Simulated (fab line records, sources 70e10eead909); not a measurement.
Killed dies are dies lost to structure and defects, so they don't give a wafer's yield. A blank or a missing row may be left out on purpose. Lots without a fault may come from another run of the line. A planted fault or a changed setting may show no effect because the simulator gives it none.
Problem report in the 8D (eight disciplines) form, filled by code | flow nand_harc | the parts of the form that need people (team, actions taken, sign-off) are left out

1. THE PROBLEM
killed_at_other at NHARC_END_SORT_01 reads a mean of 92.0 on 2 wafers of 2 lots; wafers without a fault read 0.7 with a standard deviation of 1.1. That is +83 standard deviations from the usual mean.
First seen on wafer L577.4, day 23 09:59, on prober-01. The record holds 21 wafers of 7 lots with a number at this step. Rule for "out", or "out of limits": more than 4 standard deviations from the usual mean. The other wafers with a number count as sound.

2. WHAT IT IS AND WHAT IT IS NOT
question                    | is                                                                                                              | is not
which readings at this step | killed_at_other, defect_limited_yield, killed_dies, sort_bin_2_pct, sort_bin_3_pct, sort_n_pass, sort_yield_pct | killed_at_array, killed_at_periphery, killed_open, killed_short
which lots                  | L574, L577                                                                                                      | L560, L564, L566, L567, L568
which wafers of those lots  | L574.3, L577.4                                                                                                  | L574.1, L574.4, L577.3, L577.6
read on which gauges        | prober-01                                                                                                       | prober-02
when                        | from day 23 09:59                                                                                               | up to then (16 sound wafers); but 3 sound wafers of L574, L577 came after

3. SUSPECTS, AND WHAT RULES EACH OUT
Counting: a tool at a process step up to the reading stays a suspect if it ran every lot that is out. Sound lots after the first of them don't rule it out here, since some wafers of a struck lot are sound.
- the gauge at NHARC_END_SORT_01: kept. All the wafers that are out were read on prober-01, and no step on other tools shows them out.
- rtp_anneal-02 at NHARC_A_BONDPAD_ANNEAL_28 (time 90 s): kept. It ran every lot that is out, first L574 (day 21 19:43); its last sound lot up to then is L560 (day 18 12:04).
- cmp-02 at NHARC_THIN_TSV_CMP_01 (polishes): kept. It ran every lot that is out, first L574 (day 22 12:15); its last sound lot up to then is L564 (day 19 06:29).
- pvd_sputter-03 at NHARC_THIN_TSV_PRE_CLEAN_50 (time 30 s): kept. It ran every lot that is out, first L574 (day 22 16:34); its last sound lot up to then is L567 (day 20 16:23).
Left after counting: rtp_anneal-02 at NHARC_A_BONDPAD_ANNEAL_28, cmp-02 at NHARC_THIN_TSV_CMP_01, pvd_sputter-03 at NHARC_THIN_TSV_PRE_CLEAN_50, prober-01 at NHARC_END_SORT_01.

4. THE CAUSE (what the simulator had put in)
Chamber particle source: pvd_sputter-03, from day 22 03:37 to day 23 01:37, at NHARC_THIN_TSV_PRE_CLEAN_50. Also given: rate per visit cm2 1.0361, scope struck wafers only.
Counting left 4 suspects, and this tool is among them.

5. THE CHAIN OF EFFECTS, in route order
Each row: a reading whose mean over the struck wafers that have a number lies more than 3 standard deviations from the usual. Only readings for which the record gives a usual standard deviation are gone through. hours: the time from each lot's start at the first step in this table that gives one to its start at this step, as a median over the lots. sigmas: the change in usual standard deviations.
hours | step              | reading              | usual  | on struck wafers | change | sigmas
0     | NHARC_END_SORT_01 | defect_limited_yield | 95.4 % | 82.3             | -13.1  | -7.3
0     | NHARC_END_SORT_01 | killed_at_other      | 0.7    | 92.0             | +91.3  | +83
0     | NHARC_END_SORT_01 | killed_dies          | 31     | 120              | +88    | +7.4
0     | NHARC_END_SORT_01 | sort_bin_2_pct       | 1.5 %  | 7.7              | +6.2   | +8.7
0     | NHARC_END_SORT_01 | sort_bin_3_pct       | 0.25 % | 4.06             | +3.81  | +17
0     | NHARC_END_SORT_01 | sort_n_pass          | 646    | 558              | -88    | -7.4
0     | NHARC_END_SORT_01 | sort_yield_pct       | 95.4 % | 82.3             | -13.1  | -7.3

6. WHAT WOULD HAVE CAUGHT IT SOONER
In this record the first reading out of limits at a measuring or inspecting step was taken at day 23 09:59, 30 hours after the fault began at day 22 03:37.
Of the tool readings at NHARC_THIN_TSV_PRE_CLEAN_50 for which the record gives a usual standard deviation, none was out on any struck wafer, so an alarm limit of 4 standard deviations on them would not have fired.
All the lots that are out (2) had begun NHARC_THIN_TSV_PRE_CLEAN_50 on pvd_sputter-03 by day 23 09:59. A hold on the tool at that time would have spared none of them.
